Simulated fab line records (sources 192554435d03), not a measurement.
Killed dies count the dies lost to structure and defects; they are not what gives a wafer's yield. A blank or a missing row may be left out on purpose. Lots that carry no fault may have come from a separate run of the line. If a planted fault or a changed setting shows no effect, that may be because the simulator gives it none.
Chamber matching	flow n5_finfet	N5_GATE_CUT_HM_OPEN_40 on rie_diel-01 has 4 sister chambers
The step chemistry C4F6/O2, target SiO2, target depth 139 nm, time 85.1 s. 4 wafers are shown with their chamber, then 10 later ones without.

== WAFERS PAIRED WITH THEIR CHAMBERS ==
wafer	chamber	showerhead_plenum_p_Torr (Torr)
L080.5	1	2.98
L089.1	3	2.94
L090.1	2	2.72
L090.2	0	3.01

== WAFERS WITHOUT THEIR CHAMBER ==
wafer	showerhead_plenum_p_Torr (Torr)
L090.5	2.94
L092.2	3.00
L092.3	2.97
L092.4	2.94
L097.1	2.96
L097.3	2.72
L097.5	2.96
L096.1	3.00
L096.3	2.94
L096.5	2.94

== THE CHAMBER EACH PASSED THROUGH ==
wafer	from the rows above	in truth
L090.5	3	3
L092.2	can't be placed: 0 or 1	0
L092.3	can't be placed: 1 or 3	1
L092.4	3	3
L097.1	can't be placed: 1 or 3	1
L097.3	2	2
L097.5	can't be placed: 1 or 3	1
L096.1	can't be placed: 0 or 1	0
L096.3	3	3
L096.5	3	3
Correct placement for 5 of the 10. Unplaceable from these rows: 5, with the true chamber sitting among the candidates in 5. Wrongly placed: 0.
How it was worked out, from the rows above alone: a wafer's distance from a chamber is the root of the sum, over the readings, of the square of ((its reading less the chamber's mean) divided by the reading's scatter). The wafer belongs to the nearest chamber; if the next one is less than 2 further off, it can't be placed. For every chamber, the mean is computed from those of its wafers that are shown. The scatter (one wafer shown for each chamber): square how far every hidden wafer sits from the nearest shown wafer, average those squares and take the square root.
